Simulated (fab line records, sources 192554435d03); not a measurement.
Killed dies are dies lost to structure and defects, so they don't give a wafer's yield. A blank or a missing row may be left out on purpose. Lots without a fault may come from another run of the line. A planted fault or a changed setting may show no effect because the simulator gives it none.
Which tool did it? | flow n5_finfet | 12 lots, 36 wafers sampled, at 1 step of a route of 1938

WHAT THE GAUGES READ, wafer by wafer
N5_BEOL_M0_SAQP_OVL_MEAS_15.
lot  | measured     | on         | M0_CORE_OVL (nm)
L075 | day 5 19:30  | overlay-01 | 0.5 -0.5 0.6
L077 | day 6 07:14  | overlay-01 | 1.4 1.0 1.2
L079 | day 6 18:59  | overlay-02 | 0.3 0.4 0.0
L081 | day 7 12:37  | overlay-01 | 0.3 -0.1 0.2
L083 | day 7 22:33  | overlay-01 | -0.6 -0.7 -0.7
L085 | day 8 15:40  | overlay-02 | -0.5 -0.5 -0.1
L087 | day 9 03:34  | overlay-01 | -0.3 -0.6 0.1
L089 | day 9 09:38  | overlay-01 | 0.1 2.0 0.6
L092 | day 9 21:11  | overlay-01 | -0.3 0.2 0.7
L093 | day 10 04:58 | overlay-02 | -0.8 -1.3 -1.1
L095 | day 10 19:05 | overlay-02 | 0.4 -0.5 0.4
L097 | day 11 07:47 | overlay-02 | 0.3 0.8 0.3

WHICH TOOL RAN EACH LOT (tool, then ch and the chambers of the sampled wafers, then the start)
The record holds no process step before these readings.

THE ANSWER, worked out from the rows above alone
Rule: what is usual is taken from the lots themselves. Put in order of their means at a reading, lots are off if they are a third of the lots or fewer, leave a main group of 4 or more, and stand apart from it by a gap of 3 or more times the standard deviation of the main group's means; of several such gaps the widest counts. A main group whose means are all the same, to the digits that the tables above print for the reading, isn't used. A lot without any number at a reading at which 4 lots or more have one is off too. The other lots that the step has rows for count as sound.
No lot is off at any reading shown: from this, nothing can be told.

WHAT THE SIMULATOR HAD PUT IN
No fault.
